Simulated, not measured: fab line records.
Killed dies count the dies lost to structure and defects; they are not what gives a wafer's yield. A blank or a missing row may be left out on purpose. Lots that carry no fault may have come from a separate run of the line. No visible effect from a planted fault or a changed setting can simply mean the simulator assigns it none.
Which tool was responsible? + flow nand_harc + 14 lots, 42 wafers sampled, at 4 steps of a route of 1302

== WHAT EACH GAUGE READ, for each wafer ==
No reading from a measuring or inspecting step in the record can be judged against a usual standard deviation.

== EACH LOT AND THE TOOL THAT RAN IT (in order: tool; ch and the chambers of the sampled wafers; start) ==
| lot  | NHARC_A_CONTACT_ETCH_89                       | NHARC_A_CONTACT_ETCH_31            | NHARC_A_CONTACT_ETCH_134             | NHARC_A_CONTACT_ETCH_136             |
|------|-----------------------------------------------|------------------------------------|--------------------------------------|--------------------------------------|
| L376 | rie_diel-10 ch 0,1, day 22 04:25 or earlier   | rie_diel-10 ch 1,2, day 22 04:25   | har_cap_etch-02 ch 0,1, day 22 05:29 | har_cap_etch-02 ch 0,1, day 22 05:59 |
| L378 | rie_diel-05 ch 0,3, day 23 07:34 or earlier   | rie_diel-05 ch 1,2, day 23 07:34   | har_cap_etch-02 ch 0,1, day 23 08:06 | har_cap_etch-02 ch 0,1, day 23 08:35 |
| L379 | rie_diel-10 ch 1,2,3, day 23 14:02 or earlier | rie_diel-10 ch 2,3, day 23 14:02   | har_cap_etch-02 ch 0,1, day 23 14:31 | har_cap_etch-02 ch 0,1, day 23 14:59 |
| L380 | rie_diel-04 ch 0,1,3, day 23 14:37 or earlier | rie_diel-04 ch 0,1,3, day 23 14:37 | har_cap_etch-03 ch 0,1, day 23 15:09 | har_cap_etch-03 ch 0,1, day 23 15:37 |
| L381 | rie_diel-10 ch 1,2, day 24 11:41 or earlier   | rie_diel-10 ch 0,1,2, day 24 11:41 | har_cap_etch-02 ch 0,1, day 24 12:15 | har_cap_etch-02 ch 0,1, day 24 12:44 |
| L382 | rie_diel-04 ch 0,2,3, day 25 21:56 or earlier | rie_diel-04 ch 1,2, day 25 21:56   | har_cap_etch-01 ch 0,1, day 25 22:28 | har_cap_etch-01 ch 0,1, day 25 22:57 |
| L384 | rie_diel-10 ch 0,1, day 26 06:57 or earlier   | rie_diel-10 ch 2,3, day 26 06:57   | har_cap_etch-03 ch 0,1, day 26 07:34 | har_cap_etch-03 ch 0,1, day 26 08:03 |
| L385 | rie_diel-10 ch 0,3, day 27 08:44 or earlier   | rie_diel-10 ch 1,2,3, day 27 08:44 | har_cap_etch-01 ch 0,1, day 27 09:12 | har_cap_etch-01 ch 0,1, day 27 09:43 |
| L388 | rie_diel-10 ch 0,1,2, day 27 16:05 or earlier | rie_diel-10 ch 1,3, day 27 16:05   | har_cap_etch-03 ch 0,1, day 27 16:37 | har_cap_etch-03 ch 0,1, day 27 17:05 |
| L389 | rie_diel-10 ch 2,3, day 27 21:31 or earlier   | rie_diel-10 ch 0,2,3, day 27 21:31 | har_cap_etch-01 ch 0,1, day 27 22:01 | har_cap_etch-01 ch 0,1, day 27 22:30 |
| L390 | rie_diel-10 ch 0,1,3, day 27 23:02 or earlier | rie_diel-10 ch 0,2,3, day 27 23:02 | har_cap_etch-02 ch 0,1, day 27 23:42 | har_cap_etch-02 ch 0,1, day 28 00:11 |
| L391 | rie_diel-04 ch 2,3, day 29 17:45 or earlier   | rie_diel-04 ch 0,1, day 29 17:45   | har_cap_etch-02 ch 0,1, day 29 18:22 | har_cap_etch-02 ch 0,1, day 29 19:01 |
| L397 | rie_diel-04 ch 1,2,3, day 31 06:53 or earlier | rie_diel-04 ch 0,2,3, day 31 06:53 | har_cap_etch-03 ch 0,1, day 31 07:21 | har_cap_etch-03 ch 0,1, day 31 07:49 |
| L398 | rie_diel-10 ch 0,1,2, day 32 02:01 or earlier | rie_diel-10 ch 1,2,3, day 32 02:01 | har_cap_etch-02 ch 0,1, day 32 02:23 | har_cap_etch-02 ch 0,1, day 32 02:52 |
- NHARC_A_CONTACT_ETCH_89: etches the open film in N2/H2, target depth 260 nm, time 475.3 s.
- NHARC_A_CONTACT_ETCH_31: etches the open film in O2/COS, target depth 2800 nm, time 728 s.
- NHARC_A_CONTACT_ETCH_134: etches the open film in C4F8/O2/Ar, time 140 s, target depth 700 nm.
- NHARC_A_CONTACT_ETCH_136: etches the open film in C4F8/O2/Ar, time 311 s, target depth 1912 nm.

== WHAT THE TOOLS THEMSELVES READ (means of the sampled wafers that have a number; where no wafer has one, the mark that the record gives instead) ==
NHARC_A_CONTACT_ETCH_89.
| lot  | tool        | drypump_motor_current_A (A) | oes_product_au (a.u.) | rf_vpp_V (V) | run_length_s (s) | showerhead_plenum_p_Torr (Torr) | throttle_valve_pct (%) |
|------|-------------|-----------------------------|-----------------------|--------------|------------------|---------------------------------|------------------------|
| L376 | rie_diel-10 | 6.0                         | 1.006                 | 429.0        | 496.5            | 1.97                            | 14.171                 |
| L378 | rie_diel-05 | 5.3                         | 0.999                 | 427.9        | 496.8            | 1.97                            | 14.170                 |
| L379 | rie_diel-10 | 6.1                         | 0.996                 | 429.4        | 496.6            | 2.00                            | 14.170                 |
| L380 | rie_diel-04 | 5.9                         | 1.005                 | 429.8        | 496.6            | 1.99                            | 14.174                 |
| L381 | rie_diel-10 | 6.1                         | 1.003                 | 428.3        | 496.8            | 1.94                            | 14.172                 |
| L382 | rie_diel-04 | 5.6                         | 0.998                 | 429.1        | 496.6            | 1.97                            | 14.174                 |
| L384 | rie_diel-10 | 6.0                         | 0.995                 | 433.8        | 496.5            | 2.19                            | 14.171                 |
| L385 | rie_diel-10 | 6.2                         | 1.000                 | 430.7        | 496.3            | 2.07                            | 14.172                 |
| L388 | rie_diel-10 | 5.9                         | 1.001                 | 433.3        | 496.6            | 2.14                            | 14.171                 |
| L389 | rie_diel-10 | 6.2                         | 0.997                 | 431.1        | 496.7            | 2.05                            | 14.166                 |
| L390 | rie_diel-10 | 6.1                         | 1.000                 | 433.5        | 496.4            | 2.13                            | 14.171                 |
| L391 | rie_diel-04 | 5.8                         | 1.007                 | 428.5        | 496.1            | 1.99                            | 14.170                 |
| L397 | rie_diel-04 | 5.7                         | 0.995                 | 427.9        | 496.1            | 1.96                            | 14.165                 |
| L398 | rie_diel-10 | 5.9                         | 0.999                 | 432.7        | 496.6            | 2.13                            | 14.166                 |

NHARC_A_CONTACT_ETCH_31.
| lot  | tool        | drypump_motor_current_A (A) | oes_product_au (a.u.) | rf_vpp_V (V) | run_length_s (s) | showerhead_plenum_p_Torr (Torr) | throttle_valve_pct (%) |
|------|-------------|-----------------------------|-----------------------|--------------|------------------|---------------------------------|------------------------|
| L376 | rie_diel-10 | 6.1                         | 1.001                 | 313.4        | 749.4            | 2.99                            | 28.330                 |
| L378 | rie_diel-05 | 5.3                         | 0.995                 | 313.6        | 749.3            | 3.14                            | 28.342                 |
| L379 | rie_diel-10 | 6.2                         | 0.995                 | 315.1        | 749.5            | 3.14                            | 28.334                 |
| L380 | rie_diel-04 | 5.9                         | 1.010                 | 312.9        | 749.2            | 3.06                            | 28.331                 |
| L381 | rie_diel-10 | 5.9                         | 1.002                 | 313.6        | 749.4            | 3.10                            | 28.327                 |
| L382 | rie_diel-04 | 5.6                         | 1.006                 | 312.0        | 748.9            | 3.00                            | 28.332                 |
| L384 | rie_diel-10 | 6.0                         | 0.991                 | 314.9        | 749.6            | 3.15                            | 28.335                 |
| L385 | rie_diel-10 | 6.1                         | 0.993                 | 315.2        | 749.4            | 3.22                            | 28.335                 |
| L388 | rie_diel-10 | 6.3                         | 1.003                 | 316.7        | 749.5            | 3.29                            | 28.324                 |
| L389 | rie_diel-10 | 6.0                         | 1.011                 | 314.7        | 560.5            | 3.18                            | 28.325                 |
| L390 | rie_diel-10 | 6.0                         | 1.002                 | 314.2        | 560.7            | 3.18                            | 28.331                 |
| L391 | rie_diel-04 | 5.8                         | 1.002                 | 312.3        | 749.4            | 3.00                            | 28.333                 |
| L397 | rie_diel-04 | 5.6                         | 0.997                 | 311.6        | 749.1            | 3.00                            | 28.340                 |
| L398 | rie_diel-10 | 6.1                         | 1.007                 | 315.9        | 749.5            | 3.21                            | 28.333                 |

NHARC_A_CONTACT_ETCH_134.
| lot  | tool            | run_length_s (s) |
|------|-----------------|------------------|
| L376 | har_cap_etch-02 | 141.6            |
| L378 | har_cap_etch-02 | 141.2            |
| L379 | har_cap_etch-02 | 141.6            |
| L380 | har_cap_etch-03 | 141.1            |
| L381 | har_cap_etch-02 | 141.1            |
| L382 | har_cap_etch-01 | 141.6            |
| L384 | har_cap_etch-03 | 141.1            |
| L385 | har_cap_etch-01 | 141.4            |
| L388 | har_cap_etch-03 | 140.9            |
| L389 | har_cap_etch-01 | 141.8            |
| L390 | har_cap_etch-02 | 141.3            |
| L391 | har_cap_etch-02 | 141.2            |
| L397 | har_cap_etch-03 | 141.0            |
| L398 | har_cap_etch-02 | 141.1            |

== THE ANSWER, worked out from the rows above alone ==
Rule: what is usual is taken from the lots themselves. Put in order of their means at a reading, lots are off if they are a third of the lots or fewer, leave a main group of 4 or more, and stand apart from it by a gap of 3 or more times the standard deviation of the main group's means; of several such gaps the widest counts. If all means in a main group match to the digits the tables above print for the reading, that group is not used. A lot without any number at a reading at which 4 lots or more have one is off too. Where the step has rows for the other lots, those lots are counted as sound. After the gauges, taken in route order, come the tools' own readings; for these a lot's mean is taken, as printed above. At the first step where some lot is off, the reading lying furthest off is the one used; lots without a number count as furthest.
Off: L389, L390 (NHARC_A_CONTACT_ETCH_31, run_length_s). The main group has a mean of 749.4 s with a standard deviation of 0.19.
A tool fits if, at that step or a process step before it, it ran every lot that is off, and no sound lot after the first of them. With no start given for some of its lots, NHARC_A_CONTACT_ETCH_89 uses the hours and lot order of NHARC_A_CONTACT_ETCH_31. None of those tried fits.

== WHAT THE SIMULATOR PUT IN ==
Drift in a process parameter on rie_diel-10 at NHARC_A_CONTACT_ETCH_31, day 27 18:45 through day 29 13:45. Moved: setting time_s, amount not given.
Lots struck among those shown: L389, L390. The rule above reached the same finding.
